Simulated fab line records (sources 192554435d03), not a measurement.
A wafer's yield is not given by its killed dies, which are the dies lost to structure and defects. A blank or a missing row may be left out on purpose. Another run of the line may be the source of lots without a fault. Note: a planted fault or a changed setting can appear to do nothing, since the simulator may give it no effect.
Matching of chambers + flow n5 finfet + rie diel-05 running N5_BEOL_M10_STRIP_67: 4 sister chambers
The step strips in CF4. 4 wafers are shown with their chamber, then 10 later ones without.

== WAFERS PAIRED WITH THEIR CHAMBERS ==
| wafer  | chamber | drypump motor current A (A) |
|--------|---------|-----------------------------|
| L082.6 | 3       | 4.9                         |
| L087.1 | 2       | 6.6                         |
| L088.1 | 0       | 6.0                         |
| L088.3 | 1       | 6.3                         |

== WAFERS WITH NO CHAMBER GIVEN ==
| wafer  | drypump motor current A (A) |
|--------|-----------------------------|
| L088.4 | 4.9                         |
| L094.1 | 6.3                         |
| L094.5 | 6.3                         |
| L094.6 | 6.0                         |
| L097.1 | 6.6                         |
| L097.2 | 4.9                         |
| L097.3 | 6.0                         |
| L097.4 | 6.4                         |
| L097.5 | 6.6                         |
| L097.6 | 6.4                         |

== CHAMBER TAKEN BY EACH ==
| wafer  | from the rows above | in truth |
|--------|---------------------|----------|
| L088.4 | 3                   | 3        |
| L094.1 | 1                   | 1        |
| L094.5 | 1                   | 1        |
| L094.6 | 0                   | 0        |
| L097.1 | 2                   | 2        |
| L097.2 | 3                   | 3        |
| L097.3 | 0                   | 0        |
| L097.4 | 1                   | 1        |
| L097.5 | 2                   | 2        |
| L097.6 | 1                   | 1        |
Placed correctly: 10 of 10. Not placeable from these rows: 0. Wrongly placed: 0.
How it was worked out, from the rows above alone: a wafer's distance from a chamber is the root of the sum, over the readings, of the square of ((its reading less the chamber's mean) divided by the reading's scatter). If the next closest chamber is less than 2 further off than the closest, the wafer can't be placed; otherwise it belongs to the closest. For every chamber, the mean is computed from those of its wafers that are shown. The scatter (one wafer shown for each chamber): square how far every hidden wafer sits from the nearest shown wafer, average those squares and take the square root.
